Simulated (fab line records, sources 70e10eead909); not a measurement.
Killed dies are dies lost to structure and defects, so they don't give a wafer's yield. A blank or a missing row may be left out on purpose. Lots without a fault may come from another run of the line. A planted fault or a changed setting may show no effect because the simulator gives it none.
Chamber matching | flow nand_harc | NHARC_P_CONTACT_ALD_22 on ald_metal-02: 4 sister chambers
The step deposits TiN, target thk 3 nm, pulse time 1 s, ald cycles 150. 4 wafers are shown with their chamber, then 10 later ones without.

WAFERS WITH THEIR CHAMBER
wafer  | chamber | heater_power_w (W)
L088.6 | 2       | 895
L091.3 | 1       | 1202
L093.2 | 3       | 952
L093.4 | 0       | 1110

WAFERS WITHOUT THEIR CHAMBER
wafer  | heater_power_w (W)
L093.5 | 1172
L094.1 | 1172
L094.3 | 1136
L094.5 | 1125
L095.2 | 1142
L095.4 | 1158
L095.6 | 1123
L097.2 | 1138
L097.3 | 1220
L097.4 | 917

WHICH CHAMBER EACH WENT THROUGH
wafer  | from the rows above     | in truth
L093.5 | can't be placed: 1 or 0 | 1
L094.1 | can't be placed: 1 or 0 | 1
L094.3 | can't be placed: 0 or 1 | 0
L094.5 | 0                       | 0
L095.2 | can't be placed: 0 or 1 | 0
L095.4 | can't be placed: 1 or 0 | 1
L095.6 | 0                       | 0
L097.2 | can't be placed: 0 or 1 | 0
L097.3 | 1                       | 1
L097.4 | can't be placed: 2 or 3 | 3
Placed correctly: 3 of 10. Can't be placed from these rows: 7 (the true chamber is among the candidates in 7). Placed wrongly: 0.
How it was worked out, from the rows above alone: a wafer's distance from a chamber is the root of the sum, over the readings, of the square of ((its reading less the chamber's mean) divided by the reading's scatter). The wafer belongs to the nearest chamber; if the next one is less than 2 further off, it can't be placed. A chamber's mean is the mean of its shown wafers. The scatter: with one shown wafer a chamber, the root of the mean of the squares of how far each hidden wafer lies from its nearest shown one.
